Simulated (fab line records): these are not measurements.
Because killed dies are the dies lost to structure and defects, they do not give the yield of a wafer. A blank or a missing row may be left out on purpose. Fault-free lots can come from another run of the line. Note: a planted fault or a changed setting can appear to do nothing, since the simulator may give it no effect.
Chamber matching + flow n5Finfet + N5_BEOL_M5_PRE_CLEAN_77 on cvdCo-01: 3 sister chambers
The step time 15 s. 20 wafers are shown with their chamber, then 10 later ones without.

WAFERS, EACH WITH ITS CHAMBER
| wafer  | chamber | heaterPowerW (W) | rfFwdPowerW (W) |
|--------|---------|------------------|-----------------|
| L077.2 | 2       | 51               | 295.2           |
| L077.5 | 0       | 142              | 296.7           |
| L077.6 | 2       | 52               | 296.0           |
| L076.1 | 1       | 40               | 296.9           |
| L076.2 | 2       | 49               | 295.2           |
| L076.4 | 2       | 51               | 295.2           |
| L082.2 | 0       | 142              | 296.9           |
| L082.3 | 1       | 39               | 297.9           |
| L082.5 | 0       | 142              | 296.9           |
| L085.2 | 1       | 40               | 296.5           |
| L085.3 | 2       | 52               | 294.9           |
| L085.4 | 0       | 142              | 296.0           |
| L089.2 | 2       | 54               | 294.8           |
| L089.3 | 0       | 143              | 297.6           |
| L089.5 | 0       | 146              | 297.7           |
| L083.3 | 2       | 53               | 296.3           |
| L083.4 | 1       | 41               | 295.6           |
| L083.5 | 2       | 52               | 295.2           |
| L090.2 | 1       | 40               | 297.3           |
| L090.3 | 2       | 52               | 295.2           |

SIGNATURES (averages over the wafers above)
| reading      | chamber 0 | chamber 1 | chamber 2 | scatter within a chamber |
|--------------|-----------|-----------|-----------|--------------------------|
| heaterPowerW | 142.83    | 40.00     | 51.78     | 1.34                     |
| rfFwdPowerW  | 296.967   | 296.840   | 295.333   | 0.636                    |
Rule: a wafer's distance from a chamber is the root of the sum, over the readings, of the square of ((its reading less the chamber's mean) divided by the reading's scatter). The wafer belongs to the nearest chamber; if the next one is less than 2 further off, it can't be placed. The scatter: the root of (the sum of the squares of (reading less its chamber's mean) over the shown wafers, divided by (wafers less chambers)).

WAFERS WHOSE CHAMBER IS MISSING
| wafer  | heaterPowerW (W) | rfFwdPowerW (W) |
|--------|------------------|-----------------|
| L090.6 | 41               | 296.0           |
| L093.3 | 148              | 298.8           |
| L093.4 | 144              | 297.4           |
| L093.5 | 41               | 295.4           |
| L092.1 | 53               | 294.8           |
| L092.2 | 141              | 295.8           |
| L092.6 | 53               | 295.0           |
| L096.2 | 41               | 295.8           |
| L096.3 | 144              | 297.6           |
| L096.6 | 41               | 295.7           |

CHAMBER TAKEN BY EACH
| wafer  | from the rows above | in truth |
|--------|---------------------|----------|
| L090.6 | 1                   | 1        |
| L093.3 | 0                   | 0        |
| L093.4 | 0                   | 0        |
| L093.5 | 1                   | 1        |
| L092.1 | 2                   | 2        |
| L092.2 | 0                   | 0        |
| L092.6 | 2                   | 2        |
| L096.2 | 1                   | 1        |
| L096.3 | 0                   | 0        |
| L096.6 | 1                   | 1        |
Correct placement for 10 of the 10. From these rows, 0 cannot be placed. Wrongly placed: 0.
